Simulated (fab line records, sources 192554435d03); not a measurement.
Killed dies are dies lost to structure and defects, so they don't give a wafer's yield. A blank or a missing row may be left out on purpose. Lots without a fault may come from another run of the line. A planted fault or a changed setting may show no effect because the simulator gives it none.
Which tool did it? | flow n5_finfet | 9 lots, 27 wafers sampled, at 4 steps of a route of 1938

WHAT THE GAUGES READ, wafer by wafer
N5_BEOL_M4_RC_MEAS_101.
lot  | measured     | on        | DIBL_N (mV/V)  | DIBL_P (mV/V)  | IOFF_N (nA/um)    | IOFF_N_85C (nA/um) | IOFF_N_LIN (nA/um) | IOFF_P (nA/um) | IOFF_P_85C (nA/um) | IOFF_P_LIN (nA/um) | ION_N (uA/um) | ION_P (uA/um) | REXT_N (ohm.um) | REXT_P (ohm.um)   | SS_N (mV/dec)  | SS_P (mV/dec)  | VT_N (mV)         | VT_N_LVT (mV)    | VT_P (mV)      | VT_P_LVT (mV)
L941 | day 9 05:26  | prober-01 | 35.0 38.3 39.0 | 33.2 38.5 38.7 | 0.116 0.186 0.196 | 2.4 3.6 3.8        | 0.059 0.088 0.091  | 0.17 0.26 0.26 | 3.1 4.4 4.4        | 0.086 0.118 0.119  | 670 688 700   | 455 474 477   | 75.7 75.8 75.7  | 100.8 98.6 98.6   | 71.2 72.9 72.4 | 73.0 73.9 73.9 | 252.2 245.6 245.2 | 103.2 96.3 94.2  | -252 -247 -246 | -101 -96 -96
L946 | day 12 00:50 | prober-02 | 34.7 35.7 35.7 | 35.6 36.4 36.5 | 0.134 0.155 0.146 | 2.7 3.0 2.9        | 0.064 0.073 0.071  | 0.18 0.20 0.19 | 3.3 3.5 3.4        | 0.092 0.099 0.096  | 666 679 674   | 460 461 465   | 73.5 73.1 75.8  | 104.4 104.3 105.1 | 71.4 71.4 71.2 | 72.7 72.8 72.5 | 252.2 248.9 249.6 | 101.1 97.7 100.1 | -252 -251 -251 | -103 -100 -101
L945 | day 11 22:34 | prober-01 | 38.5 34.9 37.2 | 40.8 36.2 39.1 | 0.191 0.124 0.178 | 3.6 2.5 3.4        | 0.086 0.060 0.082  | 0.23 0.17 0.20 | 4.0 3.0 3.6        | 0.104 0.083 0.095  | 689 654 700   | 469 455 465   | 77.0 76.4 75.3  | 97.4 95.8 97.4    | 71.7 71.2 71.2 | 73.7 73.0 74.1 | 247.8 255.7 246.3 | 95.7 101.8 95.7  | -248 -254 -252 | -97 -102 -99
L947 | day 12 05:21 | prober-01 | 36.9 35.5 36.7 | 37.4 35.5 36.4 | 0.154 0.126 0.142 | 3.0 2.5 2.8        | 0.072 0.061 0.068  | 0.20 0.18 0.18 | 3.4 3.1 3.2        | 0.093 0.087 0.088  | 673 660 670   | 455 455 455   | 78.9 79.2 78.3  | 106.0 104.3 104.5 | 71.7 72.1 71.4 | 73.4 72.6 73.1 | 252.1 252.8 250.3 | 98.5 101.0 98.6  | -252 -252 -254 | -100 -101 -102
L949 | day 12 18:04 | prober-02 | 35.3 37.6 35.9 | 34.8 36.5 35.5 | 0.139 0.168 0.142 | 2.8 3.4 2.9        | 0.067 0.076 0.067  | 0.19 0.21 0.19 | 3.3 3.7 3.4        | 0.093 0.101 0.091  | 680 674 670   | 463 459 453   | 76.4 77.2 77.1  | 97.8 99.8 100.2   | 71.2 72.3 71.2 | 73.5 73.3 73.5 | 248.6 250.2 251.0 | 98.4 96.5 99.7   | -253 -250 -254 | -99 -98 -99
L950 | day 13 03:38 | prober-02 | 38.4 36.0 37.1 | 38.3 35.2 35.5 | 0.186 0.135 0.162 | 3.5 2.7 3.1        | 0.085 0.065 0.074  | 0.21 0.17 0.18 | 3.7 3.1 3.1        | 0.099 0.086 0.086  | 689 667 677   | 457 452 456   | 76.5 77.4 73.9  | 102.0 101.9 102.2 | 71.5 71.5 71.9 | 73.9 73.1 73.5 | 247.5 250.2 250.1 | 97.7 103.2 100.4 | -252 -253 -255 | -102 -104 -104
L951 | day 13 09:31 | prober-01 | 38.1 36.0 37.3 | 39.2 36.2 37.9 | 0.194 0.148 0.170 | 3.7 2.9 3.3        | 0.088 0.068 0.077  | 0.22 0.17 0.20 | 3.9 3.1 3.4        | 0.101 0.084 0.092  | 699 669 677   | 468 449 454   | 74.8 75.2 75.1  | 98.1 99.9 97.7    | 71.7 71.4 71.6 | 73.8 73.2 73.6 | 248.7 251.7 249.3 | 94.5 99.1 96.9   | -251 -256 -255 | -98 -102 -100
L952 | day 13 12:22 | prober-02 | 35.6 37.3 38.7 | 36.0 38.0 38.1 | 0.124 0.157 0.185 | 2.5 3.1 3.5        | 0.060 0.072 0.077  | 0.18 0.21 0.22 | 3.2 3.6 3.7        | 0.085 0.094 0.098  | 651 668 668   | 450 456 457   | 74.4 74.1 72.8  | 99.7 99.5 98.0    | 71.6 72.5 72.8 | 72.4 72.9 73.2 | 252.7 251.6 248.1 | 102.4 98.9 98.6  | -252 -251 -249 | -102 -100 -99
L958 | day 15 03:25 | prober-02 | 45.3 39.3 44.5 | 43.6 38.5 43.3 | 0.381 0.221 0.369 | 6.4 4.0 6.2        | 0.146 0.093 0.148  | 0.50 0.26 0.50 | 7.4 4.4 7.5        | 0.204 0.121 0.207  | 730 682 737   | 504 466 510   | 66.0 73.7 64.6  | 88.1 99.3 86.1    | 73.4 72.9 72.3 | 74.9 73.6 75.2 | 238.8 246.6 235.6 | 84.1 94.4 84.1   | -236 -246 -235 | -82 -94 -82

WHICH TOOL RAN EACH LOT (tool, then ch and the chambers of the sampled wafers, then the start)
lot  | N5_SPACER0_ALD_08                | N5_BEOL_M4_SPUTTER_86        | N5_BEOL_M4_SPUTTER_90
L941 | ald_sin-03 ch 0,1,2, day 3 16:20 | pvd_sputter-03, day 9 03:14  | pvd_sputter-03, day 9 03:41
L946 | ald_sin-01 ch 0,2, day 4 11:47   | pvd_sputter-03, day 11 22:29 | pvd_sputter-03, day 11 22:56
L945 | ald_sin-03 ch 1,2,3, day 4 13:35 | pvd_sputter-03, day 11 20:22 | pvd_sputter-03, day 11 20:49
L947 | ald_sin-03 ch 0,1,3, day 4 19:56 | pvd_sputter-03, day 12 03:09 | pvd_sputter-03, day 12 03:35
L949 | ald_sin-04 ch 0,3, day 5 04:40   | pvd_sputter-01, day 12 15:43 | pvd_sputter-01, day 12 16:09
L950 | ald_sin-03 ch 0,1,3, day 5 10:49 | pvd_sputter-01, day 13 01:22 | pvd_sputter-01, day 13 01:49
L951 | ald_sin-03 ch 1,2, day 5 19:38   | pvd_sputter-03, day 13 05:01 | pvd_sputter-03, day 13 05:28
L952 | ald_sin-04 ch 1,3, day 6 05:01   | pvd_sputter-01, day 13 09:50 | pvd_sputter-01, day 13 10:16
L958 | ald_sin-03 ch 0,2,3, day 7 13:49 | pvd_sputter-01, day 15 01:08 | pvd_sputter-01, day 15 01:34
- N5_SPACER0_ALD_08: deposits SiNx, target thk 2 nm.
- N5_BEOL_M4_SPUTTER_86: material Cu, target thk 4.5 nm, time 8.29 s.
- N5_BEOL_M4_SPUTTER_90: material Cu, target thk 4.5 nm, time 8.29 s.

WHAT THE TOOLS THEMSELVES READ (means of the sampled wafers that have a number; where no wafer has one, the mark that the record gives instead)
N5_SPACER0_ALD_08.
lot  | tool       | chamber_pressure_Torr (Torr) | heater_power_w (W)
L941 | ald_sin-03 | 2.002                        | 856
L946 | ald_sin-01 | 1.998                        | 792
L945 | ald_sin-03 | 1.996                        | 837
L947 | ald_sin-03 | 2.002                        | 856
L949 | ald_sin-04 | 2.001                        | 878
L950 | ald_sin-03 | 1.999                        | 869
L951 | ald_sin-03 | 1.998                        | 814
L952 | ald_sin-04 | 1.996                        | 855
L958 | ald_sin-03 | 2.001                        | 893

N5_BEOL_M4_SPUTTER_86.
lot  | tool           | throttle_valve_pct (%)
L941 | pvd_sputter-03 | 29.7
L946 | pvd_sputter-03 | 29.7
L945 | pvd_sputter-03 | 30.3
L947 | pvd_sputter-03 | 30.2
L949 | pvd_sputter-01 | 30.0
L950 | pvd_sputter-01 | 30.6
L951 | pvd_sputter-03 | 30.2
L952 | pvd_sputter-01 | 30.4
L958 | pvd_sputter-01 | 30.6

N5_BEOL_M4_SPUTTER_90.
lot  | tool           | throttle_valve_pct (%)
L941 | pvd_sputter-03 | 29.8
L946 | pvd_sputter-03 | 29.6
L945 | pvd_sputter-03 | 30.5
L947 | pvd_sputter-03 | 30.1
L949 | pvd_sputter-01 | 29.9
L950 | pvd_sputter-01 | 30.4
L951 | pvd_sputter-03 | 30.2
L952 | pvd_sputter-01 | 30.4
L958 | pvd_sputter-01 | 30.5

THE ANSWER, worked out from the rows above alone
Rule: what is usual is taken from the lots themselves. Put in order of their means at a reading, lots are off if they are a third of the lots or fewer, leave a main group of 4 or more, and stand apart from it by a gap of 3 or more times the standard deviation of the main group's means; of several such gaps the widest counts. A main group whose means are all the same, to the digits that the tables above print for the reading, isn't used. A lot without any number at a reading at which 4 lots or more have one is off too. The other lots that the step has rows for count as sound. The gauges are gone through in route order, then the tools' own readings, and for those a lot's mean is taken as printed above. The first step at which some lot is off is used, and at that step the reading that is off furthest; a lot without a number counts as furthest.
Off: L958, at N5_BEOL_M4_RC_MEAS_101 (IOFF_N). The main group: mean 0.157 nA/um, standard deviation 0.01.
A tool fits if, at a process step before that reading, it ran every lot that is off, and no sound lot after the first of them. The gauges at N5_BEOL_M4_RC_MEAS_101 are tried like those tools. Can't be told from this: 3 tools fit, ald_sin-03 at N5_SPACER0_ALD_08, pvd_sputter-01 at N5_BEOL_M4_SPUTTER_86 and N5_BEOL_M4_SPUTTER_90, prober-02 at N5_BEOL_M4_RC_MEAS_101.

WHAT THE SIMULATOR HAD PUT IN
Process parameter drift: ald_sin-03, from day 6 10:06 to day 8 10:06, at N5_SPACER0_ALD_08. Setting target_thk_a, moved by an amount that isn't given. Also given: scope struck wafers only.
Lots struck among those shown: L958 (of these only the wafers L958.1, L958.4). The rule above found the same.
